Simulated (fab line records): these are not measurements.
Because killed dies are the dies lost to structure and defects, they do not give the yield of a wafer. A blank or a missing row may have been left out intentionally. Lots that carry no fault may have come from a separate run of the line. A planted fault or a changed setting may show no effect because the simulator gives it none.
The tool behind it: which one? -- flow n5_finfet -- 11 lots, 32 wafers sampled, at 5 steps of a route of 1938

## WHAT EACH GAUGE READ, for each wafer
N5_BEOL_M5_INSPECT_58: inspects for defects (darkfield). Usual: raw_defect_count 74, standard deviation 23.
lot,measured,on,raw_defect_count,flag
L130,day 8 08:31,defect_inspect-01,72 51 78,
L131,day 8 09:46,defect_inspect-02,83 58 84,
L134,day 9 12:05,defect_inspect-01,89 126 52,
L136,day 9 16:34,defect_inspect-01,60 61 77,
L139,day 10 18:13,defect_inspect-02,85 56 78,
L140,day 11 03:25,defect_inspect-02,73 110,
L147,day 12 21:32,defect_inspect-02,31 67 77,
L149,day 13 06:49,defect_inspect-01,85 126 128,
L150,day 13 10:36,defect_inspect-01,70 98 68,
L152,day 14 00:53,defect_inspect-02,125 112 71,
L153,day 14 03:47,defect_inspect-02,83 86 67,

N5_BEOL_M6_THK_MEAS_01. Usual: M6_ILD_THK 155.6 nm, standard deviation 1.8.
lot,measured,on,M6_ILD_THK (nm),flag
L130,day 8 09:08,film_metro-02,153.9 155.5 154.7,
L131,day 8 10:23,film_metro-01,157.4 160.5 158.7,
L134,day 9 12:42,film_metro-01,155.0 156.5 157.1,
L136,day 9 17:11,film_metro-02,154.9 154.0 157.6,
L139,day 10 18:52,film_metro-01,118.5 158.3 157.8,OFF
L140,day 11 04:02,film_metro-02,118.6 119.1,OFF
L147,day 12 22:08,film_metro-01,152.9 155.6 156.4,
L149,day 13 07:26,film_metro-01,157.4 157.9 156.8,
L150,day 13 11:13,film_metro-01,152.2 154.0 155.7,
L152,day 14 01:30,film_metro-01,152.8 156.1 155.7,
L153,day 14 04:23,film_metro-01,154.2 154.6 157.2,

## WHICH TOOL RAN EACH LOT (tool, then ch and the chambers of the sampled wafers, then the start)
lot,N5_BEOL_M5_CO_CAP_78,N5_BEOL_M5_DEP_56,N5_BEOL_M6_ILD_DEP_00
L130,"cvd_co-01 ch 0,1, day 8 08:18","pecvd-02 ch 1,2, day 8 08:25","pecvd-01 ch 0,1,2, day 8 08:33"
L131,"cvd_co-01 ch 0,1,2, day 8 09:33","pecvd-03 ch 0,1, day 8 09:40","pecvd-03 ch 1,2, day 8 09:48"
L134,"cvd_co-02 ch 0,1, day 9 11:52","pecvd-04 ch 0,2, day 9 11:59","pecvd-02 ch 0,1,2, day 9 12:07"
L136,"cvd_co-01 ch 0,1, day 9 16:22","pecvd-02 ch 0,1, day 9 16:28","pecvd-03 ch 0,1, day 9 16:36"
L139,"cvd_co-02 ch 1,2, day 10 18:01","pecvd-04 ch 0,1, day 10 18:08","pecvd-03 ch 0,1, day 10 18:17"
L140,"cvd_co-02 ch 1,2, day 11 03:13","pecvd-04 ch 0,1, day 11 03:20","pecvd-03 ch 0,2, day 11 03:28"
L147,"cvd_co-02 ch 0,1,2, day 12 21:19","pecvd-04 ch 0,1, day 12 21:26","pecvd-02 ch 0,2, day 12 21:34"
L149,"cvd_co-01 ch 0,2, day 13 06:37","pecvd-03 ch 0,1, day 13 06:43","pecvd-02 ch 1,2, day 13 06:51"
L150,"cvd_co-02 ch 0,1,2, day 13 10:23","pecvd-03 ch 0,1,2, day 13 10:30","pecvd-01 ch 0,1,2, day 13 10:38"
L152,"cvd_co-02 ch 1,2, day 14 00:40","pecvd-03 ch 0,1,2, day 14 00:47","pecvd-02 ch 0,1,2, day 14 00:55"
L153,"cvd_co-01 ch 0,1,2, day 14 03:34","pecvd-04 ch 0,1,2, day 14 03:41","pecvd-01 ch 0,2, day 14 03:49"
- N5_BEOL_M5_CO_CAP_78: material Co, precursor CCTBA/H2, target thk 2 nm, time 102.1 s.
- N5_BEOL_M5_DEP_56: deposits SiCN from 3MS/NH3, target thk 8 nm, time 14 s.
- N5_BEOL_M6_ILD_DEP_00: deposits SiCOH lowk from DEMS/porogen, target thk 179.75 nm, time 33.4 s.

## WHAT THE TOOLS THEMSELVES READ (means of the sampled wafers that have a number; where no wafer has one, the mark that the record gives instead)
N5_BEOL_M5_CO_CAP_78. Usual: chamber_pressure_Torr 30.00 Torr, standard deviation 0.069; heater_power_w 238 W, standard deviation 22.
lot,tool,chamber_pressure_Torr (Torr),heater_power_w (W),flag
L130,cvd_co-01,30.00,228,
L131,cvd_co-01,30.02,240,
L134,cvd_co-02,29.99,253,
L136,cvd_co-01,29.97,247,
L139,cvd_co-02,29.98,230,
L140,cvd_co-02,30.02,223,
L147,cvd_co-02,30.05,236,
L149,cvd_co-01,30.05,226,
L150,cvd_co-02,30.02,238,
L152,cvd_co-02,30.05,230,
L153,cvd_co-01,30.03,244,

N5_BEOL_M5_DEP_56. Usual: chamber_pressure_Torr 3.000 Torr, standard deviation 0.0068; showerhead_plenum_p_Torr 3.658 Torr, standard deviation 0.0076; throttle_valve_pct 9.0 %, standard deviation 0.46.
lot,tool,chamber_pressure_Torr (Torr),showerhead_plenum_p_Torr (Torr),throttle_valve_pct (%),flag
L130,pecvd-02,3.002,3.656,9.0,
L131,pecvd-03,3.007,3.653,8.8,
L134,pecvd-04,3.001,3.658,9.1,
L136,pecvd-02,3.005,3.657,9.1,
L139,pecvd-04,3.008,3.653,9.5,
L140,pecvd-04,2.995,3.654,9.4,
L147,pecvd-04,2.999,3.647,9.3,
L149,pecvd-03,2.998,3.657,8.4,
L150,pecvd-03,3.000,3.652,8.7,
L152,pecvd-03,2.995,3.662,8.8,
L153,pecvd-04,3.000,3.661,9.1,

N5_BEOL_M6_ILD_DEP_00. Usual: chamber_pressure_Torr 4.999 Torr, standard deviation 0.011; heater_power_w 315 W, standard deviation 47; showerhead_plenum_p_Torr 5.733 Torr, standard deviation 0.011; throttle_valve_pct 13.6 %, standard deviation 1.1.
lot,tool,chamber_pressure_Torr (Torr),heater_power_w (W),showerhead_plenum_p_Torr (Torr),throttle_valve_pct (%),flag
L130,pecvd-01,5.011,315,5.730,14.0,
L131,pecvd-03,5.001,322,5.727,13.2,
L134,pecvd-02,5.007,279,5.730,13.8,
L136,pecvd-03,5.001,361,5.732,13.0,
L139,pecvd-03,5.003,356,5.725,13.4,
L140,pecvd-03,5.011,292,5.740,13.8,
L147,pecvd-02,5.004,272,5.730,13.4,
L149,pecvd-02,5.006,290,5.735,13.6,
L150,pecvd-01,5.003,339,5.738,13.5,
L152,pecvd-02,4.997,293,5.733,13.6,
L153,pecvd-01,4.999,359,5.738,12.6,

## THE ANSWER, worked out from the rows above alone
Rule: a lot is off if the mean of its wafers that have a number lies more than 3 standard deviations from the usual mean. A lot without any number at a reading at which 4 lots or more have one is off too. All remaining lots with rows at the step are treated as sound. The gauges are gone through in route order, then the tools' own readings, and for those a lot's mean is taken as printed above. The first step at which some lot is off is used, and at that step the reading that is off furthest; a lot without a number counts as furthest.
Off: L139, L140, seen at N5_BEOL_M6_THK_MEAS_01 (M6_ILD_THK).
A tool fits if, at a process step before that reading, it ran every lot that is off, and no sound lot after the first of them. Those tools and the gauges at N5_BEOL_M6_THK_MEAS_01 are tried in the same way. One fits: pecvd-03 at N5_BEOL_M6_ILD_DEP_00. Its last sound lot is L136 (day 9 16:36), its first lot that is off L139 (day 10 18:17): a fault that began between those two fits.

## WHAT THE SIMULATOR HAD PUT IN
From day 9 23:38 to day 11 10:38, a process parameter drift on pecvd-03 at N5_BEOL_M6_ILD_DEP_00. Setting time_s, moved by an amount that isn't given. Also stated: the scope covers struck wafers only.
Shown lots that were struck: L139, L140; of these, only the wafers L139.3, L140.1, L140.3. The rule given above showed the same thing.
